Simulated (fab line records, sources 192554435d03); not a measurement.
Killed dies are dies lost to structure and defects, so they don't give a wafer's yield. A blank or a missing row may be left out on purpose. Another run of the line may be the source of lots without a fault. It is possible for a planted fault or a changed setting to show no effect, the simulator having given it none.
Which tool did it? | flow n5-finfet | Sampling: 24 lots, 72 wafers, 6 of 1938 route steps

== WHAT EACH GAUGE READ, for each wafer ==
N5_BEOL_M0_RS_MEAS_126: the measuring method here is four-point-probe. Usual: M0_RS 0.528 ohm/sq, standard deviation 0.02.
lot  | measured     | on            | M0_RS (ohm/sq)    | flag
L075 | day 6 05:19  | film-metro-02 | 0.498 0.521 0.522 |
L074 | day 6 05:12  | film-metro-02 | 0.564 0.534 0.541 |
L076 | day 6 10:09  | film-metro-01 | 0.516 0.525 0.492 |
L077 | day 6 19:38  | film-metro-01 | 0.566 0.548 0.531 |
L078 | day 6 23:01  | film-metro-01 | 0.494 0.488 0.498 |
L079 | day 7 00:58  | film-metro-02 | 0.544 0.504 0.502 |
L080 | day 7 14:05  | film-metro-02 | 0.530 0.563 0.540 |
L081 | day 7 23:04  | film-metro-01 | 0.533 0.544 0.518 |
L082 | day 7 22:59  | film-metro-02 | 0.584 0.572 0.556 |
L083 | day 8 07:47  | film-metro-01 | 0.527 0.522 0.503 |
L084 | day 8 14:09  | film-metro-02 | 0.551 0.512 0.524 |
L085 | day 8 14:36  | film-metro-01 | 0.552 0.549 0.539 |
L086 | day 9 08:01  | film-metro-02 | 0.535 0.519 0.537 |
L087 | day 9 10:00  | film-metro-02 | 0.507 0.509 0.504 |
L088 | day 9 10:35  | film-metro-02 | 0.533 0.545 0.533 |
L089 | day 9 16:33  | film-metro-01 | 0.536 0.534 0.519 |
L090 | day 9 22:27  | film-metro-01 | 0.553 0.549 0.505 |
L091 | day 10 02:19 | film-metro-02 | 0.488 0.493 0.488 |
L092 | day 10 09:17 | film-metro-02 | 0.532 0.517 0.519 |
L093 | day 10 15:17 | film-metro-02 | 0.550 0.582 0.568 |
L094 | day 10 17:13 | film-metro-01 | 0.530 0.571 0.536 |
L095 | day 11 05:22 | film-metro-01 | 0.507 0.528 0.511 |
L096 | day 11 08:54 | film-metro-01 | 0.553 0.527 0.509 |
L097 | day 11 17:26 | film-metro-02 | 0.539 0.521 0.524 |

== WHAT TOOL EACH LOT RAN ON (gives the tool, then ch and the chambers of the sampled wafers, and finally the start) ==
lot  | N5_BEOL_M0_SAQP_STRIP_108          | N5_BEOL_M0_SAQP_CUT_ETCH_46        | N5_BEOL_M0_STRIP_140               | N5_BEOL_M0_ANNEAL_133        | N5_BEOL_M0_PRE_CLEAN_131
L075 | rie-diel-01 ch 1,2, day 5 17:04    | rie-diel-04 ch 0,2,3, day 5 19:24  | rie-diel-02 ch 1,2,3, day 6 02:25  | pvd-sputter-02, day 6 03:52  | cvd-co-02 ch 0,1, day 6 05:05
L074 | rie-diel-01 ch 0,1,2, day 5 17:48  | rie-diel-01 ch 0,1, day 5 19:46    | rie-diel-03 ch 0,1,3, day 6 02:15  | pvd-sputter-03, day 6 03:43  | cvd-co-02 ch 0,1,2, day 6 04:58
L076 | rie-diel-05 ch 1,2,3, day 6 00:51  | rie-diel-04 ch 0,3, day 6 02:40    | rie-diel-03 ch 0,1, day 6 06:29    | pvd-sputter-02, day 6 08:33  | cvd-co-02 ch 0,1, day 6 09:56
L077 | rie-diel-04 ch 0,1,3, day 6 09:59  | rie-diel-05 ch 2,3, day 6 11:43    | rie-diel-03 ch 0,1,2, day 6 15:48  | pvd-sputter-01, day 6 18:14  | cvd-co-02 ch 0,1,2, day 6 19:25
L078 | rie-diel-05 ch 1,2,3, day 6 12:53  | rie-diel-04 ch 1,3, day 6 16:03    | rie-diel-02 ch 0,1,2, day 6 17:50  | pvd-sputter-01, day 6 21:28  | cvd-co-02 ch 0,1, day 6 22:48
L079 | rie-diel-04 ch 0,3, day 6 16:33    | rie-diel-04 ch 0,3, day 6 18:10    | rie-diel-02 ch 0,1,2, day 6 20:29  | pvd-sputter-01, day 6 23:45  | cvd-co-02 ch 0,2, day 7 00:44
L080 | rie-diel-04 ch 1,2,3, day 7 04:06  | rie-diel-05 ch 2,3, day 7 05:53    | rie-diel-06 ch 0,2, day 7 10:10    | pvd-sputter-03, day 7 12:40  | cvd-co-02 ch 0,2, day 7 13:52
L081 | rie-diel-05 ch 0,1,2, day 7 13:28  | rie-diel-05 ch 0,3, day 7 15:45    | rie-diel-02 ch 1,2, day 7 18:40    | pvd-sputter-03, day 7 20:53  | cvd-co-02 ch 0,1, day 7 22:50
L082 | rie-diel-04 ch 1,2, day 7 14:04    | rie-diel-01 ch 1,2, day 7 16:06    | rie-diel-02 ch 1,2, day 7 18:14    | pvd-sputter-03, day 7 20:27  | cvd-co-02 ch 1,2, day 7 22:44
L083 | rie-diel-05 ch 0,1,2, day 7 17:28  | rie-diel-05 ch 0,2, day 7 19:20    | rie-diel-06 ch 1,3, day 8 01:31    | pvd-sputter-02, day 8 03:38  | cvd-co-02 ch 0,1, day 8 07:34
L084 | rie-diel-04 ch 1,3, day 8 05:46    | rie-diel-04 ch 0,2,3, day 8 07:58  | rie-diel-03 ch 0,1,2, day 8 10:40  | pvd-sputter-03, day 8 12:46  | cvd-co-02 ch 0,1, day 8 13:55
L085 | rie-diel-05 ch 0,2,3, day 8 07:32  | rie-diel-05 ch 0,1,3, day 8 09:00  | rie-diel-03 ch 1,2,3, day 8 11:12  | pvd-sputter-03, day 8 13:14  | cvd-co-02 ch 0,1,2, day 8 14:22
L086 | rie-diel-01 ch 2,3, day 8 17:41    | rie-diel-01 ch 1,2, day 8 19:25    | rie-diel-06 ch 0,2,3, day 9 03:45  | pvd-sputter-02, day 9 06:25  | cvd-co-01 ch 0,2, day 9 07:46
L087 | rie-diel-01 ch 1,2,3, day 8 23:44  | rie-diel-05 ch 0,2, day 9 01:31    | rie-diel-06 ch 1,2,3, day 9 04:57  | pvd-sputter-02, day 9 08:44  | cvd-co-02 ch 0,1, day 9 09:46
L088 | rie-diel-04 ch 0,3, day 9 02:06    | rie-diel-01 ch 1,2,3, day 9 03:51  | rie-diel-03 ch 2,3, day 9 06:01    | pvd-sputter-02, day 9 09:20  | cvd-co-01 ch 2, day 9 10:19
L089 | rie-diel-05 ch 2,3, day 9 06:56    | rie-diel-01 ch 1,2,3, day 9 09:00  | rie-diel-03 ch 0,2,3, day 9 13:13  | pvd-sputter-03, day 9 14:41  | cvd-co-02 ch 0,1,2, day 9 16:19
L090 | rie-diel-01 ch 1,2, day 9 12:25    | rie-diel-01 ch 2,3, day 9 14:41    | rie-diel-03 ch 0,2,3, day 9 17:10  | pvd-sputter-02, day 9 21:13  | cvd-co-02 ch 0,1, day 9 22:13
L091 | rie-diel-05 ch 1,3, day 9 18:10    | rie-diel-01 ch 1,2, day 9 19:46    | rie-diel-03 ch 0,1,2, day 9 22:47  | pvd-sputter-02, day 10 01:02 | cvd-co-01 ch 0, day 10 02:02
L092 | rie-diel-01 ch 1,2, day 10 00:12   | rie-diel-04 ch 0,1,3, day 10 02:08 | rie-diel-02 ch 0,2, day 10 04:12   | pvd-sputter-02, day 10 08:01 | cvd-co-01 ch 0,1,2, day 10 09:01
L093 | rie-diel-05 ch 0,3, day 10 06:15   | rie-diel-01 ch 1,3, day 10 07:43   | rie-diel-03 ch 1,2, day 10 10:45   | pvd-sputter-01, day 10 14:02 | cvd-co-02 ch 0,2, day 10 15:04
L094 | rie-diel-01 ch 1,3, day 10 08:32   | rie-diel-05 ch 1,2,3, day 10 10:01 | rie-diel-03 ch 1,2,3, day 10 13:50 | pvd-sputter-02, day 10 16:00 | cvd-co-02 ch 1,2, day 10 16:59
L095 | rie-diel-04 ch 0,3, day 10 18:08   | rie-diel-01 ch 1,2, day 10 19:38   | rie-diel-03 ch 0,1, day 11 01:14   | pvd-sputter-03, day 11 03:46 | cvd-co-01 ch 0,1, day 11 05:08
L096 | rie-diel-04 ch 0,1,3, day 10 23:38 | rie-diel-04 ch 0,1,3, day 11 01:35 | rie-diel-06 ch 0,1,3, day 11 05:04 | pvd-sputter-02, day 11 07:41 | cvd-co-01 ch 0,1, day 11 08:40
L097 | rie-diel-05 ch 0,2, day 11 08:05   | rie-diel-05 ch 2,3, day 11 09:33   | rie-diel-06 ch 0,1,3, day 11 13:15 | pvd-sputter-02, day 11 15:55 | cvd-co-01 ch 1,2, day 11 17:13
- N5_BEOL_M0_SAQP_STRIP_108: strips in N2/H2.
- N5_BEOL_M0_SAQP_CUT_ETCH_46: etches SOC in N2/H2, target depth 135 nm, overetch 27 nm, time 202.5 s.
- N5_BEOL_M0_STRIP_140: strips in CF4.
- N5_BEOL_M0_ANNEAL_133: time 60 s.
- N5_BEOL_M0_PRE_CLEAN_131: time 15 s.

== WHAT THE TOOLS THEMSELVES READ (means of the sampled wafers that have a number; where no wafer has one, the mark that the record gives instead) ==
N5_BEOL_M0_SAQP_STRIP_108. Usual: drypump-motor-current-A 5.8 A, standard deviation 0.42; oes-product-au 0.81 a.u., standard deviation 0.078; rf-vpp-V 121.9 V, standard deviation 1; showerhead-plenum-p-Torr 3.37 Torr, standard deviation 0.12; throttle-valve-pct 18.83 %, standard deviation 0.28.
lot  | tool        | drypump-motor-current-A (A) | oes-product-au (a.u.) | rf-vpp-V (V) | showerhead-plenum-p-Torr (Torr) | throttle-valve-pct (%) | flag
L075 | rie-diel-01 | 5.9                         | 0.88                  | 121.6        | 3.28                            | 18.90                  |
L074 | rie-diel-01 | 5.9                         | 0.82                  | 120.9        | 3.34                            | 18.92                  |
L076 | rie-diel-05 | 5.9                         | 0.78                  | 122.1        | 3.38                            | 18.98                  |
L077 | rie-diel-04 | 5.6                         | 0.78                  | 122.1        | 3.35                            | 18.71                  |
L078 | rie-diel-05 | 5.9                         | 0.78                  | 122.0        | 3.37                            | 18.97                  |
L079 | rie-diel-04 | 5.3                         | 0.75                  | 121.4        | 3.28                            | 18.62                  |
L080 | rie-diel-04 | 5.7                         | 0.84                  | 121.5        | 3.43                            | 18.61                  |
L081 | rie-diel-05 | 5.8                         | 0.86                  | 121.4        | 3.37                            | 18.99                  |
L082 | rie-diel-04 | 5.7                         | 0.93                  | 122.9        | 3.57                            | 18.39                  |
L083 | rie-diel-05 | 5.8                         | 0.85                  | 122.2        | 3.36                            | 18.99                  |
L084 | rie-diel-04 | 5.8                         | 0.74                  | 121.4        | 3.28                            | 18.84                  |
L085 | rie-diel-05 | 5.8                         | 0.83                  | 122.3        | 3.43                            | 19.11                  |
L086 | rie-diel-01 | 5.7                         | 0.79                  | 122.3        | 3.31                            | 18.62                  |
L087 | rie-diel-01 | 5.8                         | 0.81                  | 122.2        | 3.29                            | 18.80                  |
L088 | rie-diel-04 | 5.5                         | 0.89                  | 122.5        | 3.47                            | 18.49                  |
L089 | rie-diel-05 | 5.9                         | 0.74                  | 121.4        | 3.43                            | 19.14                  |
L090 | rie-diel-01 | 6.0                         | 0.82                  | 122.0        | 3.26                            | 18.97                  |
L091 | rie-diel-05 | 6.2                         | 0.75                  | 121.2        | 3.31                            | 18.93                  |
L092 | rie-diel-01 | 5.9                         | 0.82                  | 121.3        | 3.26                            | 18.97                  |
L093 | rie-diel-05 | 6.0                         | 0.85                  | 123.0        | 3.44                            | 19.12                  |
L094 | rie-diel-01 | 6.1                         | 0.79                  | 121.0        | 3.32                            | 18.62                  |
L095 | rie-diel-04 | 5.3                         | 0.81                  | 122.5        | 3.40                            | 18.54                  |
L096 | rie-diel-04 | 5.6                         | 0.83                  | 123.4        | 3.47                            | 18.64                  |
L097 | rie-diel-05 | 5.7                         | 0.86                  | 122.0        | 3.42                            | 19.12                  |

N5_BEOL_M0_SAQP_CUT_ETCH_46. Usual: drypump-motor-current-A 5.8 A, standard deviation 0.45; rf-vpp-V 523.9 V, standard deviation 2.6; showerhead-plenum-p-Torr 2.54 Torr, standard deviation 0.089; throttle-valve-pct 17.76 %, standard deviation 0.17.
lot  | tool        | drypump-motor-current-A (A) | rf-vpp-V (V) | showerhead-plenum-p-Torr (Torr) | throttle-valve-pct (%) | flag
L075 | rie-diel-04 | 5.5                         | 521.5        | 2.44                            | 17.70                  |
L074 | rie-diel-01 | 6.2                         | 524.2        | 2.58                            | 17.72                  |
L076 | rie-diel-04 | 5.5                         | 521.2        | 2.44                            | 17.74                  |
L077 | rie-diel-05 | 5.9                         | 526.5        | 2.61                            | 17.92                  |
L078 | rie-diel-04 | 5.8                         | 526.2        | 2.60                            | 17.82                  |
L079 | rie-diel-04 | 5.3                         | 523.0        | 2.48                            | 17.65                  |
L080 | rie-diel-05 | 5.9                         | 525.7        | 2.61                            | 17.93                  |
L081 | rie-diel-05 | 6.0                         | 525.3        | 2.61                            | 17.82                  |
L082 | rie-diel-01 | 5.5                         | 521.4        | 2.47                            | 17.75                  |
L083 | rie-diel-05 | 5.5                         | 524.7        | 2.59                            | 17.97                  |
L084 | rie-diel-04 | 5.5                         | 523.8        | 2.53                            | 17.58                  |
L085 | rie-diel-05 | 6.1                         | 525.0        | 2.56                            | 17.83                  |
L086 | rie-diel-01 | 5.9                         | 521.5        | 2.47                            | 17.70                  |
L087 | rie-diel-05 | 5.5                         | 524.9        | 2.59                            | 17.98                  |
L088 | rie-diel-01 | 5.8                         | 521.9        | 2.49                            | 17.68                  |
L089 | rie-diel-01 | 5.8                         | 521.5        | 2.49                            | 17.68                  |
L090 | rie-diel-01 | 5.7                         | 523.6        | 2.50                            | 17.68                  |
L091 | rie-diel-01 | 5.9                         | 521.9        | 2.47                            | 17.70                  |
L092 | rie-diel-04 | 5.6                         | 526.6        | 2.63                            | 17.64                  |
L093 | rie-diel-01 | 6.2                         | 522.5        | 2.49                            | 17.62                  |
L094 | rie-diel-05 | 5.9                         | 524.1        | 2.54                            | 17.95                  |
L095 | rie-diel-01 | 5.9                         | 521.9        | 2.46                            | 17.73                  |
L096 | rie-diel-04 | 5.5                         | 526.0        | 2.63                            | 17.66                  |
L097 | rie-diel-05 | 5.6                         | 525.3        | 2.58                            | 18.05                  |

N5_BEOL_M0_STRIP_140. Usual: drypump-motor-current-A 5.6 A, standard deviation 0.3; oes-product-au 0.74 a.u., standard deviation 0.062; rf-vpp-V 271.3 V, standard deviation 1.7; showerhead-plenum-p-Torr 1.81 Torr, standard deviation 0.062; throttle-valve-pct 13.68 %, standard deviation 0.18.
lot  | tool        | drypump-motor-current-A (A) | oes-product-au (a.u.) | rf-vpp-V (V) | showerhead-plenum-p-Torr (Torr) | throttle-valve-pct (%) | flag
L075 | rie-diel-02 | 5.6                         | 0.72                  | 272.4        | 1.81                            | 13.85                  |
L074 | rie-diel-03 | 5.6                         | 0.79                  | 271.6        | 1.83                            | 13.54                  |
L076 | rie-diel-03 | 5.4                         | 0.75                  | 270.7        | 1.77                            | 13.61                  |
L077 | rie-diel-03 | 5.7                         | 0.73                  | 271.1        | 1.79                            | 13.61                  |
L078 | rie-diel-02 | 5.6                         | 0.71                  | 271.6        | 1.82                            | 13.74                  |
L079 | rie-diel-02 | 5.6                         | 0.71                  | 272.0        | 1.82                            | 13.75                  |
L080 | rie-diel-06 | 6.0                         | 0.72                  | 270.7        | 1.80                            | 13.75                  |
L081 | rie-diel-02 | 5.7                         | 0.71                  | 271.9        | 1.83                            | 13.85                  |
L082 | rie-diel-02 | 5.6                         | 0.72                  | 270.3        | 1.81                            | 13.75                  |
L083 | rie-diel-06 | 5.3                         | 0.73                  | 271.0        | 1.74                            | 13.59                  |
L084 | rie-diel-03 | 5.6                         | 0.71                  | 271.4        | 1.79                            | 13.62                  |
L085 | rie-diel-03 | 5.8                         | 0.75                  | 271.4        | 1.85                            | 13.59                  |
L086 | rie-diel-06 | 5.8                         | 0.80                  | 271.8        | 1.83                            | 13.51                  |
L087 | rie-diel-06 | 5.6                         | 0.79                  | 271.2        | 1.80                            | 13.57                  |
L088 | rie-diel-03 | 6.0                         | 0.79                  | 272.5        | 1.86                            | 13.54                  |
L089 | rie-diel-03 | 5.8                         | 0.76                  | 271.4        | 1.80                            | 13.58                  |
L090 | rie-diel-03 | 5.9                         | 0.76                  | 270.9        | 1.80                            | 13.60                  |
L091 | rie-diel-03 | 5.6                         | 0.72                  | 270.9        | 1.79                            | 13.68                  |
L092 | rie-diel-02 | 5.5                         | 0.69                  | 271.1        | 1.79                            | 13.75                  |
L093 | rie-diel-03 | 5.6                         | 0.69                  | 271.6        | 1.83                            | 13.70                  |
L094 | rie-diel-03 | 5.8                         | 0.73                  | 272.6        | 1.84                            | 13.63                  |
L095 | rie-diel-03 | 5.4                         | 0.71                  | 270.4        | 1.81                            | 13.72                  |
L096 | rie-diel-06 | 5.5                         | 0.71                  | 271.3        | 1.78                            | 13.73                  |
L097 | rie-diel-06 | 5.5                         | 0.71                  | 271.0        | 1.77                            | 13.74                  |

N5_BEOL_M0_ANNEAL_133. Usual: heater-power-w 802 W, standard deviation 100; susceptor-temp-C 399.98 C, standard deviation 0.25; susceptor_temp_C_max 400.9, standard deviation 0.4.
lot  | tool           | heater-power-w (W) | susceptor-temp-C (C) | susceptor_temp_C_max | flag
L075 | pvd-sputter-02 | 772                | 399.81               | 400.8                |
L074 | pvd-sputter-03 | 837                | 400.05               | 400.9                |
L076 | pvd-sputter-02 | 774                | 400.05               | 401.1                |
L077 | pvd-sputter-01 | 826                | 400.09               | 401.3                |
L078 | pvd-sputter-01 | 815                | 399.92               | 401.0                |
L079 | pvd-sputter-01 | 820                | 399.93               | 400.6                |
L080 | pvd-sputter-03 | 861                | 400.22               | 401.2                |
L081 | pvd-sputter-03 | 828                | 399.78               | 400.7                |
L082 | pvd-sputter-03 | 817                | 400.04               | 400.9                |
L083 | pvd-sputter-02 | 773                | 400.12               | 401.3                |
L084 | pvd-sputter-03 | 787                | 400.14               | 401.1                |
L085 | pvd-sputter-03 | 820                | 400.07               | 401.0                |
L086 | pvd-sputter-02 | 795                | 400.01               | 401.0                |
L087 | pvd-sputter-02 | 839                | 399.74               | 401.0                |
L088 | pvd-sputter-02 | 849                | 400.15               | 401.3                |
L089 | pvd-sputter-03 | 795                | 400.15               | 401.1                |
L090 | pvd-sputter-02 | 669                | 399.83               | 400.7                |
L091 | pvd-sputter-02 | 842                | 399.99               | 401.0                |
L092 | pvd-sputter-02 | 904                | 399.70               | 400.6                |
L093 | pvd-sputter-01 | 819                | 400.00               | 401.0                |
L094 | pvd-sputter-02 | 772                | 399.92               | 401.2                |
L095 | pvd-sputter-03 | 743                | 400.10               | 401.3                |
L096 | pvd-sputter-02 | 783                | 400.18               | 401.1                |
L097 | pvd-sputter-02 | 914                | 400.01               | 401.2                |

N5_BEOL_M0_PRE_CLEAN_131. Usual: heater-power-w 82 W, standard deviation 11.
lot  | tool      | heater-power-w (W) | flag
L075 | cvd-co-02 | 74                 |
L074 | cvd-co-02 | 82                 |
L076 | cvd-co-02 | 73                 |
L077 | cvd-co-02 | 81                 |
L078 | cvd-co-02 | 79                 |
L079 | cvd-co-02 | 78                 |
L080 | cvd-co-02 | 86                 |
L081 | cvd-co-02 | 79                 |
L082 | cvd-co-02 | 87                 |
L083 | cvd-co-02 | 79                 |
L084 | cvd-co-02 | 74                 |
L085 | cvd-co-02 | 83                 |
L086 | cvd-co-01 | 84                 |
L087 | cvd-co-02 | 77                 |
L088 | cvd-co-01 | 83                 |
L089 | cvd-co-02 | 82                 |
L090 | cvd-co-02 | 74                 |
L091 | cvd-co-01 | 84                 |
L092 | cvd-co-01 | 77                 |
L093 | cvd-co-02 | 78                 |
L094 | cvd-co-02 | 89                 |
L095 | cvd-co-01 | 70                 |
L096 | cvd-co-01 | 79                 |
L097 | cvd-co-01 | 71                 |

== THE ANSWER, worked out from the rows above alone ==
Rule: a lot counts as off when the mean over its wafers that have a number is more than 3 standard deviations away from the usual mean. Also off: a lot with no number at a reading for which 4 or more lots have one. Any other lot the step has rows for is counted as sound. The gauges are gone through in route order, then the tools' own readings, and for those a lot's mean is taken as printed above. The first step at which some lot is off is used, and at that step the reading that is off furthest; a lot without a number counts as furthest.
No lot is off on any of the readings shown, so nothing can be concluded from this.

== WHAT WAS PUT IN BY THE SIMULATOR ==
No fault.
